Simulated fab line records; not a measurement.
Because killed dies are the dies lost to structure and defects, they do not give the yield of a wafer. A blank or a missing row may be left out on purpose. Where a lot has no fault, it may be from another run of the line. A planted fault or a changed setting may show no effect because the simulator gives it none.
Chamber matching / flow n5Finfet / N5_BEOL_M9_PECVD_70 on pecvd-04 has 3 sister chambers
The step deposits SiO2 from TEOS/O2, target thk 20 nm, time 22.7 s. 3 wafers are shown with their chamber, then 9 later ones without.

WAFERS, EACH WITH ITS CHAMBER
wafer=L086.4; chamber=1; showerheadPlenumPTorr (Torr)=8.68
wafer=L086.5; chamber=0; showerheadPlenumPTorr (Torr)=8.89
wafer=L086.6; chamber=2; showerheadPlenumPTorr (Torr)=8.70

WAFERS WITH NO CHAMBER GIVEN
wafer=L088.1; showerheadPlenumPTorr (Torr)=8.69
wafer=L088.2; showerheadPlenumPTorr (Torr)=8.71
wafer=L088.4; showerheadPlenumPTorr (Torr)=8.71
wafer=L092.4; showerheadPlenumPTorr (Torr)=8.68
wafer=L092.5; showerheadPlenumPTorr (Torr)=8.89
wafer=L092.6; showerheadPlenumPTorr (Torr)=8.70
wafer=L094.2; showerheadPlenumPTorr (Torr)=8.71
wafer=L094.5; showerheadPlenumPTorr (Torr)=8.70
wafer=L094.6; showerheadPlenumPTorr (Torr)=8.90

WHICH CHAMBER EACH ONE RAN IN
wafer=L088.1; from the rows above=can't be placed: 1 or 2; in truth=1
wafer=L088.2; from the rows above=2; in truth=2
wafer=L088.4; from the rows above=2; in truth=2
wafer=L092.4; from the rows above=1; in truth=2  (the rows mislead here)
wafer=L092.5; from the rows above=0; in truth=0
wafer=L092.6; from the rows above=2; in truth=2
wafer=L094.2; from the rows above=2; in truth=2
wafer=L094.5; from the rows above=2; in truth=2
wafer=L094.6; from the rows above=0; in truth=0
Correct placement for 7 of the 9. Not placeable from these rows: 1 (in 1, the candidates include the true chamber). Number placed wrongly: 1.
How it was worked out, from the rows above alone: a wafer's distance from a chamber is the root of the sum, over the readings, of the square of ((its reading less the chamber's mean) divided by the reading's scatter). If the next closest chamber is less than 2 further off than the closest, the wafer can't be placed; otherwise it belongs to the closest. Each chamber's mean is taken over the wafers shown for it. The scatter: root of mean squared gap, hidden wafer to nearest shown wafer, with one shown wafer a chamber.
